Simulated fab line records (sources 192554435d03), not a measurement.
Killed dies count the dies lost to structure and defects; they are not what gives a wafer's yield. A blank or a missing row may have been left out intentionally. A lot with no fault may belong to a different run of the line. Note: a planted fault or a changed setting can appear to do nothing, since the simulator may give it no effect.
Lot-split experiment	flow n5-finfet	on a route of 1938 steps: 7 lots, 21 wafers read

## SPLIT DETAILS
At N5_FIN_CUT_ETCH_21 (etches SOC in N2/H2, target depth 219 nm, overetch 43.8 nm, time 523.5 s), the setting time-s was moved away from the recipe's 523.5 s on 9 of the 21 wafers read, by -18.0% to +18.4%. For the rest of the wafers, this setting stayed at what the recipe calls for.

Reading taken at the split's own step.

## THE READING
SiARC_of_FIN_CUT_COAT_19.thk-nm (the simulator's own value, which no gauge read), in nm, at N5_FIN_CUT_ETCH_21 (etches SOC in N2/H2, target depth 219 nm, overetch 43.8 nm, time 523.5 s). No usual value for it is given in the file. Average 11.8 nm, standard deviation 0.16 nm, over the 12 wafers here run with the recipe.

wafer	tool, chamber at the split	time-s as run, s	against the recipe	SiARC_of_FIN_CUT_COAT_19.thk-nm, nm	against lot-mates on the recipe
L074.1	rie-diel-06, 3	485.3	-7.3%	12.6	+0.8
L074.4	rie-diel-06, 0	485.3	-7.3%	12.2	+0.4
L074.5	rie-diel-06, 1	523.5	recipe	11.8	-
L080.1	rie-diel-03, 2	429.2	-18.0%	13.4	+1.4
L080.3	rie-diel-03, 0	429.2	-18.0%	13.6	+1.6
L080.6	rie-diel-03, 0	523.5	recipe	12	-
L084.1	rie-diel-01, 3	448.8	-14.3%	12.8	+1.0
L084.2	rie-diel-01, 1	523.5	recipe	11.8	-
L084.3	rie-diel-01, 2	448.8	-14.3%	13	+1.2
L087.2	rie-diel-03, 2	523.5	recipe	12	-
L087.3	rie-diel-03, 3	523.5	recipe	11.8	-
L087.6	rie-diel-03, 2	606.2	+15.8%	10.6	-1.3
L091.1	rie-diel-06, 3	613.9	+17.3%	10.6	-1.0
L091.4	rie-diel-06, 1	523.5	recipe	11.6	-
L091.5	rie-diel-06, 1	523.5	recipe	11.6	-
L094.1	rie-diel-03, 0	523.5	recipe	11.8	-
L094.3	rie-diel-03, 3	523.5	recipe	12	-
L094.5	rie-diel-03, 0	619.9	+18.4%	10.4	-1.5
L095.3	rie-diel-06, 0,0,1	523.5	recipe	11.6	-
L095.4	rie-diel-06, 0,0,1	523.5	recipe	11.6	-
L095.6	rie-diel-06, 0,0,1	523.5	recipe	11.6	-
When a row names more than one chamber, that row covers several wafers, and the file does not tell which wafer ran in which chamber.

FIT RESULTS
A straight line over all 21 wafers: SiARC_of_FIN_CUT_COAT_19.thk-nm changes by -0.0812 nm for each +1% of time-s; r = -0.98; the points scatter about the line by 0.18 nm.
The same after taking each lot's own level away (the mean of its wafers on the recipe; 21 wafers): -0.0776 nm for each +1%; r = -0.99; scatter 0.13 nm.
That fit puts the effect of the largest move of time-s on the reading at 1.4 nm.
Across the lots, their own levels run from 11.60 to 12.00 nm, a range of 2.5 times the standard deviation given above.
Hence the lot-to-lot level has little effect on the slope; both slopes agree.
Check: for one of the wafers moved furthest among these (+18.4%), held out of the fit, the line's prediction against its lot-mates is -1.38 nm. Against them it came out at -1.5 nm.

## ADDITIONAL SPLITS CARRIED BY THESE WAFERS
Before the reading, these wafers also passed through other splits. Each is held against what the fit with the lots' levels taken away leaves over:
other split on the same wafers	wafers away from the commonest value	r with SiARC_of_FIN_CUT_COAT_19.thk-nm (lot level and that fit taken away)
N5_ZERO_LAYER_ETCH_18 icp-w	9	-0.24
N5_WELL_APT_EXPOSE_05 dose-mj	9	+0.05
N5_FIN_SAQP_PEB_14 peb-time-s	7	-0.32
N5_FIN_SAQP_DEVELOP_15 develop-time-s	7	+0.18
N5_FIN_CUT_EXPOSE_05 dose-mj	10	+0.13

## THE FILE'S OWN FIT
SiARC_of_FIN_CUT_COAT_19.thk-nm changes by -0.0766 nm for each +1% of time-s, r = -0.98.
